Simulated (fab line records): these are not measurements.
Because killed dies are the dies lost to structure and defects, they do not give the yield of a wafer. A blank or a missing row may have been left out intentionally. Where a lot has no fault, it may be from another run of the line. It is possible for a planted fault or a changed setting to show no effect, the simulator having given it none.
A lot that was struck, set against a sound lot -- flow nandHarc -- 36 steps out of a route of 1159
Sound: wafers L343.1, L343.3, L343.6. Struck: wafer L350.2. The cause comes at the end.
Each step with rows lists, per side, the tool, then ch with its chambers, then its first start. Under that, the readings that differ: sound wafers -- struck wafers -- difference of the means -- sigmas: that difference in standard deviations of wafers without a fault.
alike: words and numbers the same on both sides, and readings whose means are apart by under 2 such deviations; not compared: readings that were withheld, readings missing a value for some wafer, numbers with overlapping values and no deviation given by the record, and bounds like >300 which may hide the same value.
A row with sigmas, a row that says differs or no value, or rows on one side alone: a step with any of these is where the two part. When numbers do not overlap yet have no deviation, they are printed without sigmas and do not part them. A reading missing from all wafers of one side parts the sides only when that side holds two or more wafers.

NHARC_A_WL_FILL_STRIP_27: strips in N2/H2, time 20 s.
  sound on plasmaAsher-01 ch 0,1, day 15 06:19; struck on plasmaAsher-02 ch 1, day 17 09:40
  alike: drypumpMotorCurrentA, heaterPowerW
  not compared: rfHoursCounterH
then, 4 steps without rows for these wafers: NHARC_A_WL_FILL_STRIP_28 (strips in post etch residue remover, time 1200 s); NHARC_A_WL_FILL_PRECLEAN_06 (cleans in DIW, time 300 s); NHARC_A_WL_FILL_SRD_07; NHARC_A_WL_FILL_ANNEAL_08 (time 1800 s).
NHARC_A_WL_FILL_ALD_10: deposits SiO2, target thk 50 nm, pulse time 10 s, ald cycles 500.
  sound on aldHk-01 ch 0,1,3, day 15 09:56; struck on aldHk-04 ch 3, day 17 16:25
  alike: heaterPowerW, precursorPulseHeightRel
NHARC_A_WL_FILL_ETCHBACK_16: etches the open film in C4F8/O2/Ar, target depth 88 nm, time 17.6 s.
  sound on rieDiel-09 ch 1,3; struck on rieDiel-09 ch 2
reading,sound,struck,difference,sigmas
oesProductAu (a.u.),1.01 0.98 1.01,0.92,-0.08,-2
  alike: rfVppV
  not compared: rfHoursCounterH
then, 4 steps without rows for these wafers: NHARC_A_WL_FILL_STRIP_29 (strips in O2, time 20 s); NHARC_A_WL_FILL_ETCHBACK_17 (etches the open film in Cl2/BCl3, target depth 4 nm, time 26.7 s); NHARC_A_WL_FILL_PRECLEAN_18 (cleans in dHF, time 30 s); NHARC_A_WL_FILL_SRD_21.
NHARC_A_WL_FILL_CVD_23: deposits poly-Si, target thk 40 nm, time 800 s.
  sound on lpcvdPoly-04 ch 0, day 15 16:35; struck on lpcvdPoly-04 ch 0, day 17 22:29
  alike: spikeTcTopC
then, 5 steps without rows for these wafers: NHARC_A_WL_FILL_ETCHBACK_26 (etches the open film in HBr, target depth 52 nm, time 13.3 s); NHARC_A_WL_FILL_PRECLEAN_30 (cleans in dHF, time 10 s); NHARC_A_WL_FILL_SRD_14; NHARC_A_WL_FILL_ALD_19 (deposits TiN, target thk 2 nm, pulse time 3 s, ald cycles 100); NHARC_A_WL_FILL_CVD_20 (deposits W, target thk 75 nm, time 5064 s).
NHARC_A_WL_FILL_CMP_12: polishes, t overpolish 30 s, target thk 75 nm.
  sound on cmp-01 ch 0,2,3, day 16 00:41; struck on cmp-01 ch 1, day 18 06:58
  alike: motorCurrentA, overpolishRunS, slurryFilterDpKPa, timeToEndpointS
then, 2 steps without rows for these wafers: NHARC_A_WL_FILL_SRD_31; NHARC_A_CONTACT_DEP_24 (deposits SiO2, target thk 500 nm).
NHARC_A_CONTACT_DEP_28: deposits aC, target thk 3600 nm.
  sound on aclDep-01 ch 0, day 16 03:47; struck on aclDep-02 ch 0, day 18 09:38
  alike: throttleValvePct
then, 11 steps without rows for these wafers: NHARC_A_CONTACT_DEP_29 (deposits SiON, target thk 70 nm); NHARC_A_CONTACT_DEHYDRATE_32 (time 120 s); NHARC_A_CONTACT_HMDS_33 (time 30 s); NHARC_A_CONTACT_COAT_34 (time 75 s); NHARC_A_CONTACT_COAT_35 (time 65 s); NHARC_A_CONTACT_COAT_36 (resist thk 90 nm); NHARC_A_CONTACT_SOFTBAKE_37 (time 55 s); NHARC_A_CONTACT_EBR_38; NHARC_A_CONTACT_EXPOSE_39 (exposes mask A CC 3); NHARC_A_CONTACT_PEB_40 (peb time 65 s); NHARC_A_CONTACT_DEVELOP_41 (develop time 35 s).
NHARC_A_CONTACT_CD_MEAS_42 targets a cd of 200 nm.
  sound on cdSem-03 ch 0, day 16 06:43; struck on cdSem-03 ch 0, day 18 12:11
  alike: cdNm
NHARC_A_CONTACT_OVL_MEAS_43:
  sound on overlay-01, day 16 06:49; struck on overlay-02, day 18 12:16
reading,sound,struck,difference,sigmas
overlayYNm (nm),0.1 0.5 0.5,-1.5,-1.9,-2
  alike: overlayXNm
then, 1 step without rows for these wafers: NHARC_A_CONTACT_DESCUM_47 (chemistry O2, time 3 s).
-- record jumps: 3 days between struck wafers' starts before vs after; left off in module A_CONTACT, resumes in module END, first step shown is number 1159 of the route --
NHARC_END_SORT_01:
  sound on prober-01 ch 0, day 19 19:07; struck on prober-02 ch 0, day 21 13:16
reading,sound,struck,difference,sigmas
killedAtArray,23 40 31,127,+96,+9
killedDies,23 42 33,129,+96,+9
  alike: killedAtOther, killedAtPeriphery, killedOpen, killedShort

WHERE THEY PART
First at NHARC_A_WL_FILL_ETCHBACK_16; last, within this record, at NHARC_END_SORT_01.

WHY: what the simulator had put in
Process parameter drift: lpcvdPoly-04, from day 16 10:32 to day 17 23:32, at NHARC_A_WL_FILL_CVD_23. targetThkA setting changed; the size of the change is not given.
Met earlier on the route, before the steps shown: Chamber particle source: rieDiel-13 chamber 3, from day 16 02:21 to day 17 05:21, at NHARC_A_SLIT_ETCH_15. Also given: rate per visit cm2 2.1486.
